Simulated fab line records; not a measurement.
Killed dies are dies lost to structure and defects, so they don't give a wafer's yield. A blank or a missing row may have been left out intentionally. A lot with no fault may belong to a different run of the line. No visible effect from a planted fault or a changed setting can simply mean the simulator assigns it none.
Split-lot experiment	flow n5-finfet	7 lots, 21 wafers read, on a route of 1938 steps

## SPLIT DETAILS
At N5_BEOL_M9_COAT_60 (time 60 s, resist thk 30 nm), the setting spin-rpm was moved away from the recipe's 1500 rpm on 9 of the 21 wafers read, by -7.9% to +6.7%. The other wafers ran this setting at the recipe's value.

## FROM THE SPLIT TO THE READING: what the file shows between them, 5 steps
- N5_BEOL_M9_EXPOSE_08: exposes mask M9 (also split here: dose-mj)
- N5_BEOL_M9_PEB_09: peb time 60 s
- N5_BEOL_M9_DEVELOP_10: develop time 30 s
- N5_BEOL_M9_CD_MEAS_11: target cd 64.1 nm
- N5_BEOL_M9_DESCUM_16: chemistry O2, time 7.9 s

## THE READING
etch.depth-nm (the simulator's own value, which no gauge read), in nm, at N5_BEOL_M9_ETCH_61 (etches SiARC in CF4, target depth 39 nm, time 65 s). No usual value for it is given in the file. Across the 12 wafers here that went through the recipe, the average is 30.02 nm and the standard deviation 0.07 nm.

wafer	tool, chamber at the split	spin-rpm as run, rpm	against the recipe	etch.depth-nm, nm	against lot-mates on the recipe
L079.3	litho-track-05, 0	1500	recipe	30.04	-
L079.5	litho-track-05, 0	1500	recipe	29.98	-
L079.6	litho-track-05, 0	1500	recipe	30.14	-
L080.1	litho-track-02, 0	1500	recipe	29.9	-
L080.5	litho-track-02, 0	1601	+6.7%	29.07	-0.85
L080.6	litho-track-02, 0	1500	recipe	29.94	-
L087.1	litho-track-02, 0	1500	recipe	30.03	-
L087.4	litho-track-02, 0	1580	+5.3%	29.16	-0.87
L087.5	litho-track-02, 0	1580	+5.3%	29.25	-0.78
L086.1	litho-track-05, 0	1382	-7.9%	31.32	+1.32
L086.2	litho-track-05, 0	1500	recipe	30	-
L086.3	litho-track-05, 0	1382	-7.9%	31.36	+1.36
L088.1	litho-track-05, 0	1500	recipe	30.15	-
L088.3	litho-track-05, 0	1420	-5.3%	31	+0.85
L088.6	litho-track-05, 0	1420	-5.3%	30.97	+0.82
L089.2	litho-track-04, 0	1500	recipe	29.98	-
L089.4	litho-track-04, 0	1587	+5.8%	29.14	-0.84
L089.6	litho-track-04, 0	1587	+5.8%	29.14	-0.84
L093.4	litho-track-05, 0	1500	recipe	30.06	-
L093.5	litho-track-05, 0	1500	recipe	30.02	-
L093.6	litho-track-05, 0	1500	recipe	30	-

FIT RESULTS
A straight line over all 21 wafers: etch.depth-nm changes by -0.161 nm for each +1% of spin-rpm; r = -0.99; the points scatter about the line by 0.072 nm.
The same after taking each lot's own level away (the mean of its wafers on the recipe; 21 wafers): -0.155 nm for each +1%; r = -1.00; scatter 0.065 nm.
That fit puts the effect of the largest move of spin-rpm on the reading at 1.2 nm.
The span of the lots' own levels, 29.920 to 30.150 nm, comes to 3.3 times the standard deviation stated above.
So the lot-to-lot level changes the slope little: the two slopes agree.
Check: +1.23 nm against its lot-mates is what the line predicts for one of the wafers moved furthest among these (-7.9%) when that wafer is left out of the fit. Against them it came out at +1.32 nm.

## THESE WAFERS: OTHER SPLITS
Before the reading, these wafers also passed through other splits. Each is held against what the fit with the lots' levels taken away leaves over:
other split on the same wafers	wafers away from the commonest value	r with etch.depth-nm (lot level and that fit taken away)
N5_BEOL_M6_COAT_22 spin-rpm	5	-0.04
N5_BEOL_M7_COAT_05 spin-rpm	7	-0.19
N5_BEOL_M8_ILD_DEP_00 time-s	7	-0.02
N5_BEOL_M8_DEP_56 time-s	5	-0.20
N5_BEOL_M9_EXPOSE_08 dose-mj	6	+0.01

## THE WHOLE CHAIN: every reading that the file lists as answering this split, in the file's order
step	what it does	reading	change (the file's fit)	r (the file's)
N5_BEOL_M9_COAT_60	time 60 s, resist thk 30 nm	SiARC_of_BEOL_M9_COAT_60.thk-nm (the simulator's own value, which no gauge read)	-0.156 nm for each +1% of the setting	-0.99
N5_BEOL_M9_ETCH_61	etches SiARC in CF4, target depth 39 nm, time 65 s	CAR-ArF_of_BEOL_M9_COAT_05.thk-nm (the simulator's own value, which no gauge read)	+0.133 nm for each +1% of the setting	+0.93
N5_BEOL_M9_ETCH_61	etches SiARC in CF4, target depth 39 nm, time 65 s	etch.depth-nm (the simulator's own value, which no gauge read)	-0.151 nm for each +1% of the setting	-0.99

## THE FILE'S OWN FIT
etch.depth-nm changes by -0.151 nm for each +1% of spin-rpm, r = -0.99.
